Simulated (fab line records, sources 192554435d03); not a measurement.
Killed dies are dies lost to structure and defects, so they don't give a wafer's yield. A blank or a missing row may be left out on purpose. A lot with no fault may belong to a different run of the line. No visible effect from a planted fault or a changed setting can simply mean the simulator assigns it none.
Chamber matching || flow n5Finfet || N5_HKMG_FIN_STRIP_34 on rieDiel-03 has 4 sister chambers
The step strips in CF4. 18 wafers are shown with their chamber, then 9 later ones without.

## WAFERS PAIRED WITH THEIR CHAMBERS
{"wafer": "L074.2", "chamber": 2, "drypumpMotorCurrentA (A)": 5.4, "throttleValvePct (%)": 13.36, "showerheadPlenumPTorr (Torr)": 1.80}
{"wafer": "L074.4", "chamber": 1, "drypumpMotorCurrentA (A)": 5.5, "throttleValvePct (%)": 13.72, "showerheadPlenumPTorr (Torr)": 1.83}
{"wafer": "L074.5", "chamber": 1, "drypumpMotorCurrentA (A)": 5.5, "throttleValvePct (%)": 13.71, "showerheadPlenumPTorr (Torr)": 1.83}
{"wafer": "L077.2", "chamber": 2, "drypumpMotorCurrentA (A)": 5.4, "throttleValvePct (%)": 13.39, "showerheadPlenumPTorr (Torr)": 1.80}
{"wafer": "L077.3", "chamber": 0, "drypumpMotorCurrentA (A)": 6.1, "throttleValvePct (%)": 13.79, "showerheadPlenumPTorr (Torr)": 1.79}
{"wafer": "L077.4", "chamber": 2, "drypumpMotorCurrentA (A)": 5.4, "throttleValvePct (%)": 13.40, "showerheadPlenumPTorr (Torr)": 1.80}
{"wafer": "L079.3", "chamber": 2, "drypumpMotorCurrentA (A)": 5.4, "throttleValvePct (%)": 13.38, "showerheadPlenumPTorr (Torr)": 1.79}
{"wafer": "L079.4", "chamber": 0, "drypumpMotorCurrentA (A)": 6.1, "throttleValvePct (%)": 13.80, "showerheadPlenumPTorr (Torr)": 1.79}
{"wafer": "L079.6", "chamber": 2, "drypumpMotorCurrentA (A)": 5.4, "throttleValvePct (%)": 13.40, "showerheadPlenumPTorr (Torr)": 1.79}
{"wafer": "L080.1", "chamber": 2, "drypumpMotorCurrentA (A)": 5.4, "throttleValvePct (%)": 13.40, "showerheadPlenumPTorr (Torr)": 1.79}
{"wafer": "L080.2", "chamber": 0, "drypumpMotorCurrentA (A)": 6.1, "throttleValvePct (%)": 13.81, "showerheadPlenumPTorr (Torr)": 1.79}
{"wafer": "L080.6", "chamber": 3, "drypumpMotorCurrentA (A)": 6.3, "throttleValvePct (%)": 13.21, "showerheadPlenumPTorr (Torr)": 1.76}
{"wafer": "L082.2", "chamber": 1, "drypumpMotorCurrentA (A)": 5.5, "throttleValvePct (%)": 13.73, "showerheadPlenumPTorr (Torr)": 1.83}
{"wafer": "L082.5", "chamber": 1, "drypumpMotorCurrentA (A)": 5.5, "throttleValvePct (%)": 13.72, "showerheadPlenumPTorr (Torr)": 1.83}
{"wafer": "L082.6", "chamber": 2, "drypumpMotorCurrentA (A)": 5.4, "throttleValvePct (%)": 13.42, "showerheadPlenumPTorr (Torr)": 1.79}
{"wafer": "L084.1", "chamber": 1, "drypumpMotorCurrentA (A)": 5.5, "throttleValvePct (%)": 13.74, "showerheadPlenumPTorr (Torr)": 1.83}
{"wafer": "L084.3", "chamber": 2, "drypumpMotorCurrentA (A)": 5.4, "throttleValvePct (%)": 13.44, "showerheadPlenumPTorr (Torr)": 1.79}
{"wafer": "L084.6", "chamber": 2, "drypumpMotorCurrentA (A)": 5.3, "throttleValvePct (%)": 13.44, "showerheadPlenumPTorr (Torr)": 1.79}

SIGNATURES, as means of the wafers listed above
{"reading": "drypumpMotorCurrentA", "chamber 0": 6.100, "chamber 1": 5.500, "chamber 2": 5.389, "chamber 3": 6.300, "scatter within a chamber": 0.0252}
{"reading": "throttleValvePct", "chamber 0": 13.8000, "chamber 1": 13.7240, "chamber 2": 13.4033, "chamber 3": 13.2100, "scatter within a chamber": 0.0212}
{"reading": "showerheadPlenumPTorr", "chamber 0": 1.7900, "chamber 1": 1.8300, "chamber 2": 1.7933, "chamber 3": 1.7600, "scatter within a chamber": 0.00378}
Rule: a wafer's distance from a chamber is the root of the sum, over the readings, of the square of ((its reading less the chamber's mean) divided by the reading's scatter). The wafer belongs to the nearest chamber; if the next one is less than 2 further off, it can't be placed. The scatter is the square root of a quotient: the sum, over the shown wafers, of each reading's squared deviation from its chamber's mean, divided by wafers minus chambers.

## WAFERS WITH NO CHAMBER GIVEN
{"wafer": "L085.1", "drypumpMotorCurrentA (A)": 5.5, "throttleValvePct (%)": 13.74, "showerheadPlenumPTorr (Torr)": 1.83}
{"wafer": "L085.2", "drypumpMotorCurrentA (A)": 5.3, "throttleValvePct (%)": 13.45, "showerheadPlenumPTorr (Torr)": 1.79}
{"wafer": "L085.6", "drypumpMotorCurrentA (A)": 5.4, "throttleValvePct (%)": 13.44, "showerheadPlenumPTorr (Torr)": 1.79}
{"wafer": "L087.1", "drypumpMotorCurrentA (A)": 6.3, "throttleValvePct (%)": 13.24, "showerheadPlenumPTorr (Torr)": 1.76}
{"wafer": "L087.3", "drypumpMotorCurrentA (A)": 5.4, "throttleValvePct (%)": 13.45, "showerheadPlenumPTorr (Torr)": 1.79}
{"wafer": "L087.5", "drypumpMotorCurrentA (A)": 5.5, "throttleValvePct (%)": 13.73, "showerheadPlenumPTorr (Torr)": 1.83}
{"wafer": "L094.2", "drypumpMotorCurrentA (A)": 5.4, "throttleValvePct (%)": 13.47, "showerheadPlenumPTorr (Torr)": 1.78}
{"wafer": "L094.5", "drypumpMotorCurrentA (A)": 5.4, "throttleValvePct (%)": 13.48, "showerheadPlenumPTorr (Torr)": 1.78}
{"wafer": "L094.6", "drypumpMotorCurrentA (A)": 5.4, "throttleValvePct (%)": 13.78, "showerheadPlenumPTorr (Torr)": 1.83}

## WHICH CHAMBER EACH ONE RAN IN
{"wafer": "L085.1", "from the rows above": 1, "in truth": 1}
{"wafer": "L085.2", "from the rows above": 2, "in truth": 2}
{"wafer": "L085.6", "from the rows above": 2, "in truth": 2}
{"wafer": "L087.1", "from the rows above": 3, "in truth": 3}
{"wafer": "L087.3", "from the rows above": 2, "in truth": 2}
{"wafer": "L087.5", "from the rows above": 1, "in truth": 1}
{"wafer": "L094.2", "from the rows above": 2, "in truth": 2}
{"wafer": "L094.5", "from the rows above": 2, "in truth": 2}
{"wafer": "L094.6", "from the rows above": 1, "in truth": 1}
Correct placement for 9 of the 9. From these rows, 0 cannot be placed. Number placed wrongly: 0.
